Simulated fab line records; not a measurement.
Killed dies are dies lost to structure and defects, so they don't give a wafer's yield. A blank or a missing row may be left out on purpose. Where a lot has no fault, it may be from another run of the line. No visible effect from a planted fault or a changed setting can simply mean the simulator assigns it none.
A lot that was struck, set against a sound lot	flow n5-finfet	28 steps out of a route of 1938
Sound: wafers L483.3, L483.5, L483.6. Struck: wafer L499.5 (L499.2, L499.3, from the same lot, were not struck and are left out); the cause is given at the end.
For every step that has rows: the tool of each side, followed by ch and its chambers, followed by its first start. Under that, the readings that differ: sound wafers	struck wafers	difference of the means	sigmas: that difference in standard deviations of wafers without a fault.
alike: readings with means less than 2 such deviations apart, plus words and numbers identical on both sides. not compared: withheld readings, readings lacking a value on some wafer, bounds such as >300 that could conceal the same value, and numbers that have no deviation in the record and whose values overlap.
A row with sigmas, a row that says differs or no value, or rows on one side alone: a step with any of these is where the two part. Numbers that don't overlap but have no deviation are shown without sigmas and don't part them. Lack of a reading on every wafer of one side parts them only where that side has two or more wafers.

first, 9 steps without rows for these wafers: N5_BEOL_M2_COAT_05 (resist thk 30 nm); N5_BEOL_M2_EBR_07; N5_BEOL_M2_SOFTBAKE_06 (time 60 s); N5_BEOL_M2_EXPOSE_08 (exposes mask M2); N5_BEOL_M2_PEB_09 (peb time 60 s); N5_BEOL_M2_DEVELOP_10 (develop time 30 s); N5_BEOL_M2_DESCUM_16 (chemistry O2, time 7 s); N5_BEOL_M2_ETCH_74 (etches underlayer in N2/H2, target depth 6.5 nm, time 5.2 s); N5_BEOL_M2_ETCH_63 (etches SiARC in CF4, target depth 15.6 nm, time 26 s).
N5_BEOL_M2_ETCH_64: etches SOC in N2/H2, target depth 75 nm, overetch 22.5 nm, time 121.9 s.
  sound on rie-diel-05 ch 0,2,3, day 6 06:50; struck on rie-diel-05 ch 3, day 10 13:57
  alike: drypump-motor-current-A, oes-product-au, rf-fwd-power-W, rf-vpp-V, showerhead-plenum-p-Torr, throttle-valve-pct
  not compared: rf-hours-counter-h
then, 14 steps without rows for these wafers: N5_BEOL_M2_STRIP_65 (strips in N2/H2); N5_BEOL_M2_STRIP_75 (strips in N2/H2); N5_BEOL_M2_STRIP_66 (strips in CF4); N5_BEOL_M2_HM_OPEN_17 (chemistry Cl2/BCl3, target TiN, target depth 20 nm, overetch 6 nm); N5_BEOL_M2_STRIP_19 (strips in O2); N5_BEOL_M2_COAT_67 (time 60 s, resist thk 60 nm); N5_BEOL_M2_COAT_68 (time 60 s, resist thk 12 nm); N5_BEOL_M2_COAT_76 (time 60 s, resist thk 5 nm); N5_BEOL_M2_COAT_22 (resist thk 30 nm); N5_BEOL_M2_EBR_24; N5_BEOL_M2_SOFTBAKE_23 (time 60 s); N5_BEOL_M2_EXPOSE_25 (exposes mask V1, defocus 5 nm); N5_BEOL_M2_PEB_26 (peb time 60 s); N5_BEOL_M2_DEVELOP_27 (develop time 30 s).
N5_BEOL_M2_INSPECT_30: inspects for defects (brightfield).
  sound on defect-inspect-02, day 6 07:36; struck on defect-inspect-01, day 10 14:49
reading	sound	struck	difference	sigmas
raw-defect-count	338 400 375	749	+378	+4
then, 1 step without rows for these wafers: N5_BEOL_M2_DESCUM_33 (chemistry O2, time 7 s).
N5_BEOL_M4_RC_MEAS_101:
  sound on prober-02 ch 0, day 7 23:16; struck on prober-01 ch 0, day 12 00:28
  alike: DIBL_N, DIBL_P, IOFF_N, IOFF_P, ION_N, ION_P, SS_N, SS_P, VT_N, VT_P
-- the record jumps here: 5 days lie between the struck wafers' starts before and after (it left off in module BEOL_M4 and takes up again in module PASSIVATION, whose first step shown is number 1936 of the route) --
N5_PASSIVATION_PROBE_49:
  only the struck wafers here have rows in the record (prober-01, day 16 14:59); the sound ones have none

== WHERE THEY PART ==
Earliest at N5_BEOL_M2_INSPECT_30; latest, in this record, at N5_PASSIVATION_PROBE_49.

WHY: what the simulator had put in
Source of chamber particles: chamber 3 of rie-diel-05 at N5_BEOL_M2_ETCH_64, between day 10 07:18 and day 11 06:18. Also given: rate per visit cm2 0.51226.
